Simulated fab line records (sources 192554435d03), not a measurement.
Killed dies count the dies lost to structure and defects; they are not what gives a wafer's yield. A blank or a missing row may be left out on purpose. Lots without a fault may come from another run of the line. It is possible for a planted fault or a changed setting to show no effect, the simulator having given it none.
Chamber matching	flow n5 finfet	4 sister chambers for N5_BEOL_M6_ETCH_65 on rie diel-04
The step etches SiARC in CF4, target depth 15.6 nm, time 26 s. 4 wafers are shown with their chamber, then 12 later ones without.

== WAFERS WITH THEIR CHAMBER ==
wafer	chamber	showerhead plenum p Torr (Torr)
L084.5	3	2.18
L095.4	0	2.26
L095.5	2	2.10
L095.6	1	2.07

== WAFERS MISSING THEIR CHAMBER ==
wafer	showerhead plenum p Torr (Torr)
L097.3	2.10
L097.4	2.26
L097.5	2.10
L092.1	2.17
L092.2	2.06
L092.5	2.06
L093.1	2.17
L093.4	2.06
L093.5	2.17
L096.3	2.10
L096.4	2.06
L096.6	2.10

== WHICH CHAMBER EACH WENT THROUGH ==
wafer	from the rows above	in truth
L097.3	2	2
L097.4	0	0
L097.5	2	2
L092.1	3	3
L092.2	1	1
L092.5	1	1
L093.1	3	3
L093.4	1	1
L093.5	3	3
L096.3	2	2
L096.4	1	1
L096.6	2	2
Correctly placed: 12 of 12. Not placeable from these rows: 0. Number placed wrongly: 0.
How it was worked out, from the rows above alone: a wafer's distance from a chamber is the root of the sum, over the readings, of the square of ((its reading less the chamber's mean) divided by the reading's scatter). The wafer belongs to the nearest chamber; if the next one is less than 2 further off, it can't be placed. Each chamber's mean is taken over the wafers shown for it. The scatter: root of mean squared gap, hidden wafer to nearest shown wafer, with one shown wafer a chamber.
